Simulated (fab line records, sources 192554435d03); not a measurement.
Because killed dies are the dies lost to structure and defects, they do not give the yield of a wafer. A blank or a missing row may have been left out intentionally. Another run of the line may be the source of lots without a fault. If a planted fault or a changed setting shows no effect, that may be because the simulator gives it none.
Matching of chambers	flow n5-finfet	4 sister chambers for N5_BEOL_M6_ALD_77 on ald-metal-02
The step deposits TaN, target thk 2 nm, pulse time 2 s, purge time 3 s. 8 wafers are shown with their chamber, then 7 later ones without.

EACH WAFER AND ITS CHAMBER
wafer	chamber	heater-power-w (W)
L896.5	3	431
L897.4	0	462
L897.6	2	366
L899.1	2	368
L899.3	0	452
L901.5	1	384
L901.6	3	411
L904.1	1	380

WAFERS WITHOUT THEIR CHAMBER
wafer	heater-power-w (W)
L904.4	468
L913.2	435
L913.3	369
L913.5	460
L915.2	459
L915.3	376
L915.6	381

WHICH CHAMBER EACH ONE RAN IN
wafer	from the rows above	in truth
L904.4	0	0
L913.2	can't be placed: 3 or 0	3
L913.3	can't be placed: 2 or 1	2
L913.5	0	0
L915.2	0	0
L915.3	can't be placed: 1 or 2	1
L915.6	can't be placed: 1 or 2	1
3 of 7 placed correctly. Unplaceable from these rows: 4, with the true chamber sitting among the candidates in 4. Placed wrongly: 0.
How it was worked out, from the rows above alone: a wafer's distance from a chamber is the root of the sum, over the readings, of the square of ((its reading less the chamber's mean) divided by the reading's scatter). The wafer belongs to the nearest chamber; if the next one is less than 2 further off, it can't be placed. For every chamber, the mean is computed from those of its wafers that are shown. The scatter: the root of (the sum of the squares of (reading less its chamber's mean) over the shown wafers, divided by (wafers less chambers)).
